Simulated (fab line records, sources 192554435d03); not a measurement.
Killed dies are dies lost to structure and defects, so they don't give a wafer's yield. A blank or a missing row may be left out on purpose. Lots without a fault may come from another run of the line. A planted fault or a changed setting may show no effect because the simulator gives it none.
fab line records | flow n5_finfet
record lots=6 wafers=18 last_day=15
route steps=1938 shown BEOL_M11@1555
lots that met no fault: from a run of the same line without faults
start_h: hours from the record's first day to the start of the lot's first wafer shown | wait_h: hours since the lot's step before | " the same as in the row above | L1.1+2: a row that stands for several wafers | - no value, or no start given | * or withheld: withheld | < > ~ a bound
route shown NAME@n: a module of which the file shows steps, and the number in the route of the first | usual: mean/standard deviation of fault-free wafers | same: alike in all rows | chamber/n: place in a boat | sites: the reading at each site | _std_site: their standard deviation | _edge_site: outer sites' mean less inner sites' | radius_mm: how far each site lies from the wafer's centre | mask NAME#n: copy n | behind: the tool/chamber that last shaped the wafer | hold: why the lot was held/for how many hours/how that ended | device: the transistor (n, p or np) that didn't switch | end of line: the same wafers' tests at the end of the route | a step without rows: its recipe alone | killed: dies lost to structure and defects at the first sort, not the wafer's yield | map: a wafer's dies, x killed, . not, _ none there
set.NAME: the setting as run; set.NAME@STEP: as run at that earlier step | model.NAME: the simulator's own value behind a step, which no gauge read
lots at some steps of the route; a table a step, a row a wafer
services: from which hour (start_h, from the record's first day; less than 0 if before it) a tool's chamber was out of use, for how many hours, and why
## steps
# step N5_BEOL_M11_STRIP_68
# recipe chemistry=N2/H2 temp_c=40 n2_flow_sccm=200 h2_flow_sccm=200 rf_frequency_hz=6e+07
# step N5_BEOL_M11_STRIP_67
# recipe chemistry=CF4 resist=SiARC power_w=300 bias_power_w=75 pressure_mtorr=50 cf4_flow_sccm=150 rf_frequency_hz=6e+07
# usual drypump_motor_current_A=5.7/0.55 oes_product_au=0.78/0.072 rf_vpp_V=271.0/1.8 showerhead_plenum_p_Torr=1.79/0.066 throttle_valve_pct=13.53/0.2
# columns lot.wafer tool chamber start_h wait_h drypump_motor_current_A oes_product_au rf_hours_counter_h rf_vpp_V showerhead_plenum_p_Torr throttle_valve_pct
L729.1 rie_diel-05 0 212.99 0.0 5.6 0.75 129 268.7 1.67 13.55
L729.5 " 1 " " 6.1 0.83 - 272.6 1.90 13.39
L729.6 " 0 " " 5.6 0.75 - 269.6 1.67 13.54
L733.2 rie_diel-03 1 245.61 0.0 6.1 0.86 62 270.9 1.76 13.45
L733.4 " 1 " " 6.1 0.86 - 269.9 1.76 13.44
L733.5 " 0 " " 5.9 0.73 - 271.1 1.79 13.74
L736.1 rie_diel-03 1 258.41 0.0 6.1 0.85 66 271.3 1.76 13.44
L736.3 " 2 " " 5.0 0.74 183 270.2 1.73 13.71
L736.5 " 2 " " 5.1 0.73 - 268.0 1.73 13.74
L738.1 rie_diel-03 0 263.90 0.0 5.9 0.73 188 270.5 1.78 13.75
L738.2 " 1 " " 6.1 0.85 69 268.1 1.76 13.48
L738.3 " 2 " " 5.0 0.73 185 270.0 1.73 13.72
L737.1 rie_diel-05 0 265.98 0.0 5.6 0.74 145 268.0 1.67 13.57
L737.3 " 3 " " 5.8 0.69 236 272.9 1.84 13.47
L737.5 " 1 " " 6.1 0.82 - 272.6 1.89 13.42
L746.2 rie_diel-05 2 306.60 0.0 6.7 0.77 141 271.6 1.87 13.26
L746.5 " 2 " " 6.7 0.77 - 272.3 1.86 13.27
L746.6 " 3 " " 5.7 0.69 - 270.5 1.83 13.51
# step N5_BEOL_M11_HM_OPEN_17
# recipe chemistry=Cl2/BCl3 target_depth_a=200 overetch_a=60 target=TiN mask_material=SOC ion_energy_ev=150 pressure_mtorr=10 icp_w=1000 bias_w=126 Cl2_flow_sccm=53.25 bcl3_flow_sccm=21.75 Ar_flow_sccm=25
# usual drypump_motor_current_A=5.8/0.42 he_backside_leak_sccm=3.5/0.32 mfc_ar_sccm=25.00/0.074 oes_product_au=0.64/0.078 throttle_valve_pct=22.26/0.23
# columns lot.wafer tool chamber start_h wait_h drypump_motor_current_A he_backside_leak_sccm mfc_ar_sccm oes_product_au rf_hours_counter_h throttle_valve_pct
L729.1 rie_metal-02 0 213.03 0.0 5.9 3.8 25.05 0.55 103 22.31
L729.5 " 0 " " 5.9 3.6 24.98 0.54 - 22.32
L729.6 " 1 " " 5.3 3.4 24.90 0.65 - 22.49
L733.2 rie_metal-02 0 245.66 0.0 5.9 3.6 24.95 0.54 106 22.32
L733.4 " 1 " " 5.3 3.4 24.99 0.65 - 22.48
L733.5 " 0 " " 5.9 3.6 24.79 0.54 - 22.31
L736.1 rie_metal-02 0 258.45 0.0 5.9 3.5 25.16 0.53 107 22.34
L736.3 " 1 " " 5.3 3.3 24.96 0.65 - 22.49
L736.5 " 1 " " 5.3 3.3 24.94 0.65 - 22.48
L738.1 rie_metal-03 0 263.94 0.0 5.7 3.4 24.95 0.60 82 22.49
L738.2 " 1 " " 5.7 3.2 25.07 0.75 11 21.65
L738.3 " 1 " " 5.7 3.0 25.06 0.75 - 21.65
L737.1 rie_metal-03 0 266.02 0.0 5.8 3.6 25.07 0.59 82 22.49
L737.3 " 1 " " 5.7 3.3 24.95 0.74 - 21.67
L737.5 " 0 " " 5.7 3.6 25.11 0.60 - 22.48
L746.2 rie_metal-01 1 306.64 0.0 6.5 3.4 25.04 0.58 84 22.29
L746.5 " 1 " " 6.5 3.5 25.10 0.58 - 22.28
L746.6 " 0 " " 5.4 3.6 25.05 0.71 - 22.07
# step N5_BEOL_M11_STRIP_19
# recipe chemistry=O2 power_w=400 temp_c=40 pressure_mtorr=30 rf_frequency_hz=6e+07 bias_power_w=0 overash_fraction=0.2 o2_flow_sccm=225
# usual drypump_motor_current_A=5.7/0.52 oes_product_au=0.78/0.08 rf_vpp_V=3.6/0.57 showerhead_plenum_p_Torr=2.09/0.082 throttle_valve_pct=16.66/0.2
# columns lot.wafer tool chamber start_h wait_h drypump_motor_current_A oes_product_au rf_hours_counter_h rf_vpp_V showerhead_plenum_p_Torr throttle_valve_pct
L729.1 rie_diel-05 3 213.14 0.1 5.8 0.69 220 3.5 2.18 16.60
L729.5 " 1 " " 6.1 0.82 - 2.9 2.21 16.42
L729.6 " 0 " " 5.6 0.76 - 2.7 1.95 16.72
L733.2 rie_diel-01 2 245.77 0.1 5.0 1.02 1 3.7 2.05 16.67
L733.4 " 0 " " 4.9 0.83 82 3.6 2.12 16.73
L733.5 " 1 " " 5.8 0.82 - 3.0 2.14 16.73
L736.1 rie_diel-03 0 258.56 0.1 5.9 0.71 186 4.0 2.09 16.89
L736.3 " 1 " " 6.1 0.88 66 4.1 2.03 16.50
L736.5 " 0 " " 5.9 0.72 - 3.4 2.10 16.90
L738.1 rie_diel-05 1 264.08 0.1 6.1 0.80 83 3.8 2.20 16.45
L738.2 " 0 " " 5.6 0.75 144 4.3 1.95 16.77
L738.3 " 3 " " 5.8 0.68 236 2.6 2.18 16.60
L737.1 rie_diel-05 2 266.13 0.1 6.7 0.78 127 3.2 2.20 16.30
L737.3 " 1 " " 6.1 0.80 84 2.7 2.20 16.45
L737.5 " 3 " " 5.8 0.68 - 4.0 2.17 16.62
L746.2 rie_diel-03 3 306.85 0.2 5.4 0.93 13 4.2 2.16 16.32
L746.5 " 0 " " 5.9 0.70 - 3.5 2.09 16.92
L746.6 " 3 " " 5.4 0.93 - 3.4 2.16 16.36
# step N5_BEOL_M11_CD_MEAS_18
# recipe pitch_nm=140 target_cd_nm=70
# usual cd_nm=70.0/0.68
# columns lot.wafer tool chamber start_h wait_h cd_nm
L729.1 cd_sem-03 - 213.21 0.0 70.1
L729.5 " - " " 69.3
L729.6 " - " " 70.8
L733.2 cd_sem-03 - 245.84 0.1 68.8
L733.4 " - " " 69.5
L733.5 " - " " 69.3
L736.1 cd_sem-03 - 258.63 0.0 69.4
L736.3 " - " " 69.6
L736.5 " - " " 70.2
L738.1 cd_sem-02 - 264.15 0.0 69.2
L738.2 " - " " 70.1
L738.3 " - " " 69.7
L737.1 cd_sem-02 - 266.20 0.0 70.5
L737.3 " - " " 69.5
L737.5 " - " " 68.4
L746.2 cd_sem-03 - 306.92 0.1 69.7
L746.5 " - " " 70.3
L746.6 " - " " 69.1
# step N5_BEOL_M11_COAT_63
# recipe resist=SOC temp_c=250 time_s=60 spin_rpm=1500 resist_thk_nm=100
# step N5_BEOL_M11_COAT_64
# recipe resist=SiARC temp_c=220 time_s=60 spin_rpm=1500 resist_thk_nm=30
# step N5_BEOL_M11_COAT_22
# recipe resist=CAR-ArF spin_rpm=1500 resist_thk_nm=90
# step N5_BEOL_M11_EBR_24
# recipe solvent=PGMEA ebr_width_mm=1.5
# step N5_BEOL_M11_SOFTBAKE_23
# recipe temp_c=110 time_s=60 resist=CAR-ArF
# step N5_BEOL_M11_EXPOSE_25
# recipe mask_id=V10 na=1.35 source_shape=annular sigma_inner=0.5 sigma_outer=0.8 polarization=unpolarized dose_mj=85.5
# step N5_BEOL_M11_PEB_26
# recipe peb_temp_c=withheld peb_time_s=60 resist=CAR-ArF
# step N5_BEOL_M11_DEVELOP_27
# recipe develop_time_s=30 developer=TMAH resist=CAR-ArF rinse_liquid=diw dry=air_spin dev_temp_c=23
# usual chill_plate_temp_C=23.00/0.11 develop_time_s=30/0
# columns lot.wafer tool chamber start_h wait_h chill_plate_temp_C develop_time_s model.CAR-ArF_of_BEOL_M11_COAT_22.thk_nm
L729.1 litho_track-04 0 213.56 - 23.03 30 88
L729.5 " 0 " " 23.12 30 88.4
L729.6 " 0 " " 23.19 30 88.2
L733.2 litho_track-05 0 248.30 - 22.84 30 88.4
L733.4 " 0 " " 23.12 30 88.2
L733.5 " 0 " " 23.06 30 88.2
L736.1 litho_track-01 - 258.99 - - - 90.6
L736.3 " - " " - - 90.4
L736.5 " - " " - - 90.6
L738.1 litho_track-05 - 264.50 - - - 89.8
L738.2 " - " " - - 89.6
L738.3 " - " " - - 89.8
L737.1 litho_track-04 0 266.55 - 23.09 30 87.8
L737.3 " 0 " " 22.92 30 88.2
L737.5 " 0 " " 22.87 30 88
L746.2 litho_track-04 0 307.22 - 23.00 30 88.2
L746.5 " 0 " " 22.88 30 88.4
L746.6 " 0 " " 22.90 30 88.6
# step N5_BEOL_M11_CD_MEAS_28
# recipe target_cd_nm=70 landing_energy_ev=500 detector=se_inlens polarity=opening
# usual cd_nm=69.9/1.3
# columns lot.wafer tool chamber start_h wait_h cd_nm
L729.1 cd_sem-01 0 213.62 - 70.9
L729.5 " 0 " " 71.4
L729.6 " 0 " " 69.4
L733.2 cd_sem-01 0 248.36 - 68.3
L733.4 " 0 " " 68.8
L733.5 " 0 " " 66.8
L736.1 cd_sem-01 0 259.04 - -
L736.3 " 0 " " -
L736.5 " 0 " " -
L738.1 cd_sem-01 0 264.56 - -
L738.2 " 0 " " -
L738.3 " 0 " " -
L737.1 cd_sem-02 0 266.61 - 70.1
L737.3 " 0 " " 70.0
L737.5 " 0 " " 69.8
L746.2 cd_sem-02 0 307.28 - 70.4
L746.5 " 0 " " 69.6
L746.6 " 0 " " 70.1
## services
# columns tool chamber start_h hours kind
litho_track-05 - 190.91 - consumable_replace:filter
rie_diel-01 - 191.85 2.8 pm
rie_diel-01 3 211.88 14.8 repair
rie_metal-01 1 225.19 7.6 repair
rie_diel-01 2 230.42 - clean
rie_diel-01 2 230.42 - consumable_replace:focus_ring
rie_diel-01 2 230.42 13.2 scheduled_down
rie_diel-01 2 230.42 13.2 vent_cycle
rie_diel-03 3 232.01 2.0 repair
litho_track-05 - 239.93 - consumable_replace:filter
rie_diel-03 3 245.09 - clean
rie_diel-03 3 245.09 - consumable_replace:focus_ring
rie_diel-03 3 245.09 17.9 scheduled_down
rie_diel-03 3 245.09 17.9 vent_cycle
rie_diel-03 3 266.40 4.3 repair
rie_metal-02 0 273.31 12.5 repair
rie_diel-05 3 288.80 4.2 repair
rie_diel-03 0 289.36 5.6 repair
rie_metal-03 0 302.78 1.7 repair
## key
first_sign step=N5_BEOL_M11_DEVELOP_27 reading=tool_record direction=missing
effect none on later readings
model_effect step=N5_BEOL_M11_DEVELOP_27 value=CAR-ArF_of_BEOL_M11_COAT_22.thk_nm without=88.43 struck=90.13
met_at N5_BEOL_M11_DEVELOP_27
struck_wafers L736.1,L736.3,L736.5,L738.1,L738.2,L738.3
later_rows_left_out L736.1,L736.3,L736.5,L738.1,L738.2,L738.3
sort_left_out L736.1,L736.3,L736.5,L738.1,L738.2,L738.3
onset_between 248.30 258.99
fault kind=skipped_step_whole tool=litho_track-01,litho_track-05 chamber=- onset_h=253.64 steps=N5_BEOL_M11_DEVELOP_27 scope=struck_lots_only
# sort_left_out: the simulated sort isn't trusted on such a fault, so these wafers' sort isn't shown, and their yield isn't known
# later_rows_left_out: the simulator's readings of these wafers behind a module that went badly wrong aren't trusted and aren't shown, but for the sort
